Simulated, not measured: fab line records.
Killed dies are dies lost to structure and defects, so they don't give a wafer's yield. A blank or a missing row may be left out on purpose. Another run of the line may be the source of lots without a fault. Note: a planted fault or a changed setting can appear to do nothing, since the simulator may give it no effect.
Matching of chambers ; flow n5Finfet ; 4 sister chambers for N5_BEOL_M4_ETCH_64 on rieDiel-04
The step etches SOC in N2/H2, target depth 75 nm, overetch 22.5 nm, time 121.9 s. 22 wafers are shown with their chamber, then 11 later ones without.

## WAFERS WITH THEIR CHAMBER
wafer;chamber;drypumpMotorCurrentA (A);showerheadPlenumPTorr (Torr);throttleValvePct (%)
L075.1;2;5.8;2.59;18.01
L075.2;1;5.9;2.63;17.60
L075.5;1;5.9;2.63;17.61
L077.1;2;5.8;2.59;18.01
L077.5;0;4.8;2.56;17.62
L077.6;3;5.8;2.42;17.86
L078.1;3;5.7;2.42;17.87
L078.3;1;5.9;2.63;17.60
L078.6;0;4.8;2.56;17.61
L081.2;3;5.8;2.42;17.85
L081.4;1;5.9;2.63;17.63
L081.5;0;4.8;2.56;17.63
L087.1;2;5.8;2.58;18.05
L087.2;0;4.8;2.55;17.65
L087.3;3;5.8;2.41;17.90
L089.1;1;5.9;2.62;17.65
L089.2;2;5.8;2.58;18.06
L089.3;3;5.7;2.41;17.90
L088.1;1;5.9;2.62;17.64
L088.4;2;5.8;2.58;18.08
L088.6;1;5.9;2.62;17.65
L091.2;1;5.9;2.61;17.67

SIGNATURES, as means of the wafers listed above
reading;chamber 0;chamber 1;chamber 2;chamber 3;scatter within a chamber
drypumpMotorCurrentA;4.800;5.900;5.800;5.760;0.0258
showerheadPlenumPTorr;2.5575;2.6237;2.5840;2.4160;0.00625
throttleValvePct;17.6275;17.6313;18.0420;17.8760;0.0253
Rule: distance of a wafer from a chamber = root of the sum over the readings of ((wafer's reading minus chamber's mean) / reading's scatter) squared. If the next closest chamber is less than 2 further off than the closest, the wafer can't be placed; otherwise it belongs to the closest. The scatter is the square root of a quotient: the sum, over the shown wafers, of each reading's squared deviation from its chamber's mean, divided by wafers minus chambers.

## WAFERS WITHOUT THEIR CHAMBER
wafer;drypumpMotorCurrentA (A);showerheadPlenumPTorr (Torr);throttleValvePct (%)
L091.4;4.7;2.54;17.69
L091.6;5.9;2.61;17.70
L093.1;5.9;2.61;17.69
L093.5;5.8;2.40;17.93
L093.6;5.8;2.57;18.10
L095.2;5.8;2.57;18.10
L095.3;4.7;2.54;17.70
L095.4;5.8;2.40;17.92
L097.1;4.8;2.54;17.70
L097.2;5.9;2.61;17.69
L097.3;5.8;2.57;18.10

## WHICH CHAMBER EACH ONE RAN IN
wafer;from the rows above;in truth
L091.4;0;0
L091.6;1;1
L093.1;1;1
L093.5;3;3
L093.6;2;2
L095.2;2;2
L095.3;0;0
L095.4;3;3
L097.1;0;0
L097.2;1;1
L097.3;2;2
Placed correctly: 11 of 11. Not placeable from these rows: 0. Placed wrongly: 0.
